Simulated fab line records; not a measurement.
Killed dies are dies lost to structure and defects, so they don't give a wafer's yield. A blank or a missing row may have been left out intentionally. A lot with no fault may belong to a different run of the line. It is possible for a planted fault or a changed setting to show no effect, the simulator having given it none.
Split-lot study :: flow n5 finfet :: 7 lots, 21 wafers read, on a route of 1938 steps

## ON THE SPLIT
At N5_BEOL_M6_DESCUM_33 (chemistry O2, time 7 s), the setting time s was moved away from the recipe's 7 s on 5 of the 21 wafers read, by -10.0% to +16.4%. For the rest of the wafers, this setting stayed at what the recipe calls for.

The split's own step is where the reading is taken.

## THE READING
CAR-EUV_of_BEOL_M6_COAT_22.thk nm (the simulator's own value, which no gauge read), in nm, at N5_BEOL_M6_DESCUM_33 (chemistry O2, time 7 s). The file gives no usual value for it. Average 26.1 nm, standard deviation 0.12 nm, over the 16 wafers here run with the recipe.

wafer: L075.1
tool, chamber at the split: rie diel-02, 1
time s as run, s: 6.298
against the recipe: -10.0%
CAR-EUV_of_BEOL_M6_COAT_22.thk nm, nm: 26.4
against lot-mates on the recipe: +0.3

wafer: L075.2
tool, chamber at the split: rie diel-02, 0
time s as run, s: 7
against the recipe: recipe
CAR-EUV_of_BEOL_M6_COAT_22.thk nm, nm: 26
against lot-mates on the recipe: -

wafer: L075.3
tool, chamber at the split: rie diel-02, 2
time s as run, s: 7
against the recipe: recipe
CAR-EUV_of_BEOL_M6_COAT_22.thk nm, nm: 26.2
against lot-mates on the recipe: -

wafer: L076.2
tool, chamber at the split: rie diel-02, 1
time s as run, s: 7.446
against the recipe: +6.4%
CAR-EUV_of_BEOL_M6_COAT_22.thk nm, nm: 25.8
against lot-mates on the recipe: -0.3

wafer: L076.4
tool, chamber at the split: rie diel-02, 0
time s as run, s: 7
against the recipe: recipe
CAR-EUV_of_BEOL_M6_COAT_22.thk nm, nm: 26.2
against lot-mates on the recipe: -

wafer: L076.6
tool, chamber at the split: rie diel-02, 2
time s as run, s: 7
against the recipe: recipe
CAR-EUV_of_BEOL_M6_COAT_22.thk nm, nm: 26
against lot-mates on the recipe: -

wafer: L081.2
tool, chamber at the split: rie diel-04, 2,1,3
time s as run, s: 7
against the recipe: recipe
CAR-EUV_of_BEOL_M6_COAT_22.thk nm, nm: 26
against lot-mates on the recipe: -

wafer: L081.3
tool, chamber at the split: rie diel-04, 2,1,3
time s as run, s: 7
against the recipe: recipe
CAR-EUV_of_BEOL_M6_COAT_22.thk nm, nm: 26
against lot-mates on the recipe: -

wafer: L081.6
tool, chamber at the split: rie diel-04, 2,1,3
time s as run, s: 7
against the recipe: recipe
CAR-EUV_of_BEOL_M6_COAT_22.thk nm, nm: 26
against lot-mates on the recipe: -

wafer: L086.1
tool, chamber at the split: rie diel-02, 1
time s as run, s: 7
against the recipe: recipe
CAR-EUV_of_BEOL_M6_COAT_22.thk nm, nm: 26
against lot-mates on the recipe: -

wafer: L086.3
tool, chamber at the split: rie diel-02, 2,3
time s as run, s: 7.45
against the recipe: +6.4%
CAR-EUV_of_BEOL_M6_COAT_22.thk nm, nm: 25.8
against lot-mates on the recipe: -0.2

wafer: L086.5
tool, chamber at the split: rie diel-02, 2,3
time s as run, s: 7.45
against the recipe: +6.4%
CAR-EUV_of_BEOL_M6_COAT_22.thk nm, nm: 25.8
against lot-mates on the recipe: -0.2

wafer: L087.3
tool, chamber at the split: rie diel-02, 3,1,1
time s as run, s: 7
against the recipe: recipe
CAR-EUV_of_BEOL_M6_COAT_22.thk nm, nm: 26
against lot-mates on the recipe: -

wafer: L087.4
tool, chamber at the split: rie diel-02, 3,1,1
time s as run, s: 7
against the recipe: recipe
CAR-EUV_of_BEOL_M6_COAT_22.thk nm, nm: 26
against lot-mates on the recipe: -

wafer: L087.5
tool, chamber at the split: rie diel-02, 3,1,1
time s as run, s: 7
against the recipe: recipe
CAR-EUV_of_BEOL_M6_COAT_22.thk nm, nm: 26
against lot-mates on the recipe: -

wafer: L091.2
tool, chamber at the split: rie diel-04, 2
time s as run, s: 7
against the recipe: recipe
CAR-EUV_of_BEOL_M6_COAT_22.thk nm, nm: 26.4
against lot-mates on the recipe: -

wafer: L091.3
tool, chamber at the split: rie diel-04, 1,3
time s as run, s: 7
against the recipe: recipe
CAR-EUV_of_BEOL_M6_COAT_22.thk nm, nm: 26.2
against lot-mates on the recipe: -

wafer: L091.4
tool, chamber at the split: rie diel-04, 1,3
time s as run, s: 7
against the recipe: recipe
CAR-EUV_of_BEOL_M6_COAT_22.thk nm, nm: 26.2
against lot-mates on the recipe: -

wafer: L092.1
tool, chamber at the split: rie diel-04, 2
time s as run, s: 8.147
against the recipe: +16.4%
CAR-EUV_of_BEOL_M6_COAT_22.thk nm, nm: 25.4
against lot-mates on the recipe: -0.7

wafer: L092.4
tool, chamber at the split: rie diel-04, 0
time s as run, s: 7
against the recipe: recipe
CAR-EUV_of_BEOL_M6_COAT_22.thk nm, nm: 26
against lot-mates on the recipe: -

wafer: L092.6
tool, chamber at the split: rie diel-04, 1
time s as run, s: 7
against the recipe: recipe
CAR-EUV_of_BEOL_M6_COAT_22.thk nm, nm: 26.2
against lot-mates on the recipe: -
Rows listing several chambers each stand for several wafers; the file does not say which wafer went through which chamber.

FIT RESULTS
A straight line over all 21 wafers: CAR-EUV_of_BEOL_M6_COAT_22.thk nm changes by -0.0399 nm for each +1% of time s; r = -0.87; the points scatter about the line by 0.11 nm.
The same after taking each lot's own level away (the mean of its wafers on the recipe; 21 wafers): -0.0382 nm for each +1%; r = -0.93; scatter 0.075 nm.
The reading moves by 0.63 nm for the largest change in time s, on that fit.
Across the lots, their own levels run from 26.00 to 26.27 nm, a range of 2.2 times the standard deviation given above.
Hence the lot-to-lot level has little effect on the slope; both slopes agree.
Check: -0.55 nm against its lot-mates is what the line predicts for one of the wafers moved furthest among these (+16.4%) when that wafer is left out of the fit. Against them it came out at -0.7 nm.

## FILE'S OWN FIT
CAR-EUV_of_BEOL_M6_COAT_22.thk nm changes by -0.0392 nm for each +1% of time s, r = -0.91.
